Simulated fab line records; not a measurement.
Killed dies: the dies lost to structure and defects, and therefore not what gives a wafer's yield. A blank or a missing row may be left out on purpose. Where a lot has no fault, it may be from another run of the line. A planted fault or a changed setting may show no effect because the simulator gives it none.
Split-lot experiment / flow n5 finfet / 21 wafers read across 7 lots, on a route 1938 steps long

## ON THE SPLIT
At N5_SD_EPI_P_COAT_34 (time 60 s, resist thk 350 nm), the setting spin rpm was moved away from the recipe's 1500 rpm on 8 of the 21 wafers read, by -3.0% to +9.0%. The other wafers ran this setting at the recipe's value.

The reading comes from the split's own step.

## THE READING
SOC_of_SD_EPI_P_COAT_34.thk nm (the simulator's own value, which no gauge read), in nm, at N5_SD_EPI_P_COAT_34 (time 60 s, resist thk 350 nm). No usual value for it is given in the file. Average 350.5 nm, standard deviation 1.3 nm, over the 13 wafers here run with the recipe.

wafer=L078.1; tool, chamber at the split=litho track-04, 0; spin rpm as run, rpm=1500; against the recipe=recipe; SOC_of_SD_EPI_P_COAT_34.thk nm, nm=351.2; against lot-mates on the recipe=-
wafer=L078.2; tool, chamber at the split=litho track-04, 0; spin rpm as run, rpm=1500; against the recipe=recipe; SOC_of_SD_EPI_P_COAT_34.thk nm, nm=353; against lot-mates on the recipe=-
wafer=L078.5; tool, chamber at the split=litho track-04, 0; spin rpm as run, rpm=1500; against the recipe=recipe; SOC_of_SD_EPI_P_COAT_34.thk nm, nm=350.6; against lot-mates on the recipe=-
wafer=L080.2; tool, chamber at the split=litho track-01, 0; spin rpm as run, rpm=1500; against the recipe=recipe; SOC_of_SD_EPI_P_COAT_34.thk nm, nm=349; against lot-mates on the recipe=-
wafer=L080.3; tool, chamber at the split=litho track-01, 0; spin rpm as run, rpm=1500; against the recipe=recipe; SOC_of_SD_EPI_P_COAT_34.thk nm, nm=349.6; against lot-mates on the recipe=-
wafer=L080.4; tool, chamber at the split=litho track-01, 0; spin rpm as run, rpm=1500; against the recipe=recipe; SOC_of_SD_EPI_P_COAT_34.thk nm, nm=350.2; against lot-mates on the recipe=-
wafer=L081.1; tool, chamber at the split=litho track-01, 0; spin rpm as run, rpm=1500; against the recipe=recipe; SOC_of_SD_EPI_P_COAT_34.thk nm, nm=351.2; against lot-mates on the recipe=-
wafer=L081.2; tool, chamber at the split=litho track-01, 0; spin rpm as run, rpm=1500; against the recipe=recipe; SOC_of_SD_EPI_P_COAT_34.thk nm, nm=352.6; against lot-mates on the recipe=-
wafer=L081.4; tool, chamber at the split=litho track-01, 0; spin rpm as run, rpm=1544; against the recipe=+2.9%; SOC_of_SD_EPI_P_COAT_34.thk nm, nm=346.6; against lot-mates on the recipe=-5.3
wafer=L082.1; tool, chamber at the split=litho track-04, 0; spin rpm as run, rpm=1500; against the recipe=recipe; SOC_of_SD_EPI_P_COAT_34.thk nm, nm=349.8; against lot-mates on the recipe=-
wafer=L082.2; tool, chamber at the split=litho track-04, 0; spin rpm as run, rpm=1455; against the recipe=-3.0%; SOC_of_SD_EPI_P_COAT_34.thk nm, nm=354; against lot-mates on the recipe=+4.2
wafer=L082.5; tool, chamber at the split=litho track-04, 0; spin rpm as run, rpm=1455; against the recipe=-3.0%; SOC_of_SD_EPI_P_COAT_34.thk nm, nm=353.4; against lot-mates on the recipe=+3.6
wafer=L087.2; tool, chamber at the split=litho track-04, 0; spin rpm as run, rpm=1553; against the recipe=+3.5%; SOC_of_SD_EPI_P_COAT_34.thk nm, nm=343.4; against lot-mates on the recipe=-5.8
wafer=L087.4; tool, chamber at the split=litho track-04, 0; spin rpm as run, rpm=1500; against the recipe=recipe; SOC_of_SD_EPI_P_COAT_34.thk nm, nm=349.2; against lot-mates on the recipe=-
wafer=L087.5; tool, chamber at the split=litho track-04, 0; spin rpm as run, rpm=1553; against the recipe=+3.5%; SOC_of_SD_EPI_P_COAT_34.thk nm, nm=344.4; against lot-mates on the recipe=-4.8
wafer=L089.2; tool, chamber at the split=litho track-04, 0; spin rpm as run, rpm=1579; against the recipe=+5.3%; SOC_of_SD_EPI_P_COAT_34.thk nm, nm=341.8; against lot-mates on the recipe=-8.8
wafer=L089.3; tool, chamber at the split=litho track-04, 0; spin rpm as run, rpm=1500; against the recipe=recipe; SOC_of_SD_EPI_P_COAT_34.thk nm, nm=350.4; against lot-mates on the recipe=-
wafer=L089.5; tool, chamber at the split=litho track-04, 0; spin rpm as run, rpm=1500; against the recipe=recipe; SOC_of_SD_EPI_P_COAT_34.thk nm, nm=350.8; against lot-mates on the recipe=-
wafer=L094.1; tool, chamber at the split=litho track-01, 0; spin rpm as run, rpm=1500; against the recipe=recipe; SOC_of_SD_EPI_P_COAT_34.thk nm, nm=348.4; against lot-mates on the recipe=-
wafer=L094.2; tool, chamber at the split=litho track-01, 0; spin rpm as run, rpm=1635; against the recipe=+9.0%; SOC_of_SD_EPI_P_COAT_34.thk nm, nm=334.8; against lot-mates on the recipe=-13.6
wafer=L094.6; tool, chamber at the split=litho track-01, 0; spin rpm as run, rpm=1635; against the recipe=+9.0%; SOC_of_SD_EPI_P_COAT_34.thk nm, nm=334.6; against lot-mates on the recipe=-13.8

THE FIT
A straight line over all 21 wafers: SOC_of_SD_EPI_P_COAT_34.thk nm changes by -1.65 nm for each +1% of spin rpm; r = -0.97; the points scatter about the line by 1.3 nm.
The same after taking each lot's own level away (the mean of its wafers on the recipe; 21 wafers): -1.51 nm for each +1%; r = -0.99; scatter 0.63 nm.
The reading moves by 14 nm for the largest change in spin rpm, on that fit.
The lots' own levels span 348.40 to 351.90 nm, that is 2.7 times the standard deviation above.
Consequently the slope shifts little with the lot-to-lot level, the two slopes agreeing.
Check: -13.9 nm against its lot-mates is what the line predicts for one of the wafers moved furthest among these (+9.0%) when that wafer is left out of the fit. It came out at -13.6 nm against them.

## THESE WAFERS: OTHER SPLITS
Before the reading, these wafers also passed through other splits. Each is held against what the fit with the lots' levels taken away leaves over:
other split on the same wafers=N5_FIN_SAQP_COAT_50 spin rpm; wafers away from the commonest value=5; r with SOC_of_SD_EPI_P_COAT_34.thk nm (lot level and that fit taken away)=-0.22
other split on the same wafers=N5_FIN_CUT_EXPOSE_05 dose mj; wafers away from the commonest value=6; r with SOC_of_SD_EPI_P_COAT_34.thk nm (lot level and that fit taken away)=-0.08
other split on the same wafers=N5_FIN_CUT_ETCH_21 time s; wafers away from the commonest value=7; r with SOC_of_SD_EPI_P_COAT_34.thk nm (lot level and that fit taken away)=-0.05
other split on the same wafers=N5_DUMMY_GATE_CVD_03 temp c; wafers away from the commonest value=18; r with SOC_of_SD_EPI_P_COAT_34.thk nm (lot level and that fit taken away)=+0.21
other split on the same wafers=N5_SD_EPI_N_EPI_21 temp c; wafers away from the commonest value=3; r with SOC_of_SD_EPI_P_COAT_34.thk nm (lot level and that fit taken away)=-0.17

## FILE'S OWN FIT
SOC_of_SD_EPI_P_COAT_34.thk nm changes by -1.55 nm for each +1% of spin rpm, r = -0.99.
